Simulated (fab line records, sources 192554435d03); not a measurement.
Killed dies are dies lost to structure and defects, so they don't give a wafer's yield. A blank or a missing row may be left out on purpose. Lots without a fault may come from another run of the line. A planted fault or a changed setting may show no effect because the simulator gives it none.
Chamber matching | flow n5_finfet | N5_DUMMY_GATE_ALD_02 on ald_sin-02: 4 sister chambers
The step deposits SiO2, target thk 2 nm, pulse time 1 s. 20 wafers are shown with their chamber, then 10 later ones without.

WAFERS WITH THEIR CHAMBER
wafer  | chamber | heater_power_w (W) | precursor_pulse_height_rel
L074.1 | 1       | 428                | 1.009
L074.2 | 0       | 592                | 1.004
L074.3 | 2       | 492                | 1.008
L074.4 | 3       | 378                | 1.012
L074.5 | 0       | 572                | 1.005
L074.6 | 1       | 427                | 0.989
L077.1 | 2       | 482                | 1.027
L077.5 | 2       | 478                | 0.986
L077.6 | 3       | 379                | 1.005
L078.1 | 1       | 439                | 1.006
L078.4 | 3       | 368                | 0.993
L078.5 | 0       | 572                | 0.992
L079.2 | 1       | 420                | 0.979
L079.4 | 2       | 494                | 1.033
L079.6 | 2       | 485                | 0.988
L084.1 | 3       | 370                | 0.997
L084.4 | 0       | 557                | 0.988
L084.5 | 2       | 463                | 1.019
L086.1 | 1       | 432                | 1.003
L086.3 | 0       | 561                | 0.967

SIGNATURES (means of the wafers above)
reading                    | chamber 0 | chamber 1 | chamber 2 | chamber 3 | scatter within a chamber
heater_power_w             | 570.80    | 429.20    | 482.33    | 373.75    | 10.2
precursor_pulse_height_rel | 0.99120   | 0.99720   | 1.01017   | 1.00175   | 0.0154
Rule: a wafer's distance from a chamber is the root of the sum, over the readings, of the square of ((its reading less the chamber's mean) divided by the reading's scatter). The wafer belongs to the nearest chamber; if the next one is less than 2 further off, it can't be placed. The scatter: the root of (the sum of the squares of (reading less its chamber's mean) over the shown wafers, divided by (wafers less chambers)).

WAFERS WITHOUT THEIR CHAMBER
wafer  | heater_power_w (W) | precursor_pulse_height_rel
L086.4 | 366                | 1.001
L094.1 | 375                | 1.016
L094.5 | 552                | 0.990
L094.6 | 375                | 0.995
L095.1 | 371                | 0.978
L095.2 | 467                | 0.999
L095.3 | 552                | 1.012
L095.4 | 436                | 1.016
L095.5 | 544                | 0.972
L095.6 | 439                | 0.992

WHICH CHAMBER EACH WENT THROUGH
wafer  | from the rows above | in truth
L086.4 | 3                   | 3
L094.1 | 3                   | 3
L094.5 | 0                   | 0
L094.6 | 3                   | 3
L095.1 | 3                   | 3
L095.2 | 2                   | 2
L095.3 | 0                   | 0
L095.4 | 1                   | 1
L095.5 | 0                   | 0
L095.6 | 1                   | 1
Placed correctly: 10 of 10. Can't be placed from these rows: 0. Placed wrongly: 0.
